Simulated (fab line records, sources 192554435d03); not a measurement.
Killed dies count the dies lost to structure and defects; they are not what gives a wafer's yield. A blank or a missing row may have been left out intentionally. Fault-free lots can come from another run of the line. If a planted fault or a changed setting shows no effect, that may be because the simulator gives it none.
Comparing a struck lot with a sound one | flow n5 finfet | 36 out of 1938 route steps
Sound: these wafers, L780.3, L780.5, L780.6. Struck: wafer L787.1 (L787.3, L787.4, from the same lot, were not struck and are left out); the cause is given at the end.
Each step with rows lists, per side, the tool, then ch with its chambers, then its first start. Under that, the readings that differ: sound wafers | struck wafers | difference of the means | sigmas: that difference in standard deviations of wafers without a fault.
alike: same words and numbers on both sides, and readings whose means sit less than 2 such deviations apart. not compared: any withheld reading, any reading some wafer has no value for, any bound like >300 that may hide the same value, and any number with overlapping values for which the record gives no deviation.
Wherever a step has rows on one side only, a row that says differs or no value, or a row with sigmas, the two part there. When numbers do not overlap yet have no deviation, they are printed without sigmas and do not part them. A reading missing from all wafers of one side parts the sides only when that side holds two or more wafers.

first, 9 steps without rows for these wafers: N5_BEOL_M4_ANNEAL_95 (time 240 s); N5_BEOL_M4_SPUTTER_96 (material Cu, target thk 4.5 nm, time 8.29 s); N5_BEOL_M4_ECD_50 (material Cu, target thk 300 nm); N5_BEOL_M4_ANNEAL_51 (time 90 s); N5_BEOL_M4_CMP_52 (polishes, stops on SiOC, t overpolish 6.8 s, target thk 40 nm); N5_BEOL_M4_PRE_CLEAN_60 (time 15 s); N5_BEOL_M4_CO_CAP_55 (material Co, precursor CCTBA/H2, target thk 2 nm, time 102.1 s); N5_BEOL_M4_PRE_CLEAN_56 (time 15 s); N5_BEOL_M4_DEP_57 (deposits SiCN from 3MS/NH3, target thk 8 nm, time 14 s).
N5_BEOL_M4_RC_MEAS_101:
  sound on prober-02 ch 0, day 8 07:55; struck on prober-01 ch 0, day 10 08:14
  alike: DIBL_N, DIBL_P, IOFF_N, IOFF_P, ION_N, ION_P, SS_N, SS_P, VT_N, VT_P
then, 24 steps without rows for these wafers: N5_BEOL_M5_ILD_DEP_00 (deposits SiCOH lowk from DEMS/porogen, target thk 140.64 nm, time 25.9 s); N5_BEOL_M5_CURE_79 (cures SiCOH lowk, time 240 s); N5_BEOL_M5_PECVD_70 (deposits SiO2 from TEOS/O2, target thk 16 nm, time 18 s); N5_BEOL_M5_HM_DEP_02 (deposits TiN, target thk 20 nm); N5_BEOL_M5_COAT_59 (time 60 s, resist thk 60 nm); N5_BEOL_M5_COAT_60 (time 60 s, resist thk 12 nm); N5_BEOL_M5_COAT_71 (time 60 s, resist thk 5 nm); N5_BEOL_M5_COAT_05 (resist thk 30 nm); N5_BEOL_M5_EBR_07; N5_BEOL_M5_SOFTBAKE_06 (time 60 s); N5_BEOL_M5_EXPOSE_08 (exposes mask M5, target cd 28 nm); N5_BEOL_M5_PEB_09 (peb time 60 s); N5_BEOL_M5_DEVELOP_10 (develop time 30 s); N5_BEOL_M5_DESCUM_16 (chemistry O2, time 7 s); N5_BEOL_M5_ETCH_72 (etches underlayer in N2/H2, target depth 6.5 nm, time 5.2 s); N5_BEOL_M5_ETCH_61 (etches SiARC in CF4, target depth 15.6 nm, time 26 s); N5_BEOL_M5_ETCH_62 (etches SOC in N2/H2, target depth 75 nm, overetch 15 nm, time 112.5 s); N5_BEOL_M5_STRIP_63 (strips in N2/H2); N5_BEOL_M5_STRIP_73 (strips in N2/H2); N5_BEOL_M5_STRIP_64 (strips in CF4); N5_BEOL_M5_HM_OPEN_17 (chemistry Cl2/BCl3, target TiN, target depth 20 nm, overetch 6 nm); N5_BEOL_M5_STRIP_19 (strips in O2); N5_BEOL_M5_COAT_65 (time 60 s, resist thk 60 nm); N5_BEOL_M5_COAT_66 (time 60 s, resist thk 12 nm).
N5_BEOL_M5_ALD_86: deposits TaN, pulse time 2 s, purge time 3 s, co reactant purge time 2 s.
  sound on ald metal-02 ch 2,3, day 8 14:59; struck on ald metal-02 ch 0, day 10 15:58
  alike: chamber pressure Torr, heater power w
  not compared: since wet clean h
-- the record jumps here: 4 days lie between the struck wafers' starts before and after (it left off in module BEOL_M5 and takes up again in module PASSIVATION, whose first step shown is number 1936 of the route) --
N5_PASSIVATION_PROBE_49:
  sound on prober-02, day 12 11:34; struck on prober-01, day 14 12:30
  reading                | sound | struck | difference | sigmas
  sort_bin_4_leakage (%) | 0 0 0 | 0.34   | +0.34      |
  alike: defect limited yield, killed_at_M0_to_M3, killed_at_M4_up, killed at contacts, killed at front end, killed at other, killed dies, killed on rim, killed open, killed short, sort_bin_5_function, sort_bin_6_memory, sort n pass, sort yield pct

== WHERE THEY PART ==
Nowhere in this record.

WHY: what had been put in by the simulator
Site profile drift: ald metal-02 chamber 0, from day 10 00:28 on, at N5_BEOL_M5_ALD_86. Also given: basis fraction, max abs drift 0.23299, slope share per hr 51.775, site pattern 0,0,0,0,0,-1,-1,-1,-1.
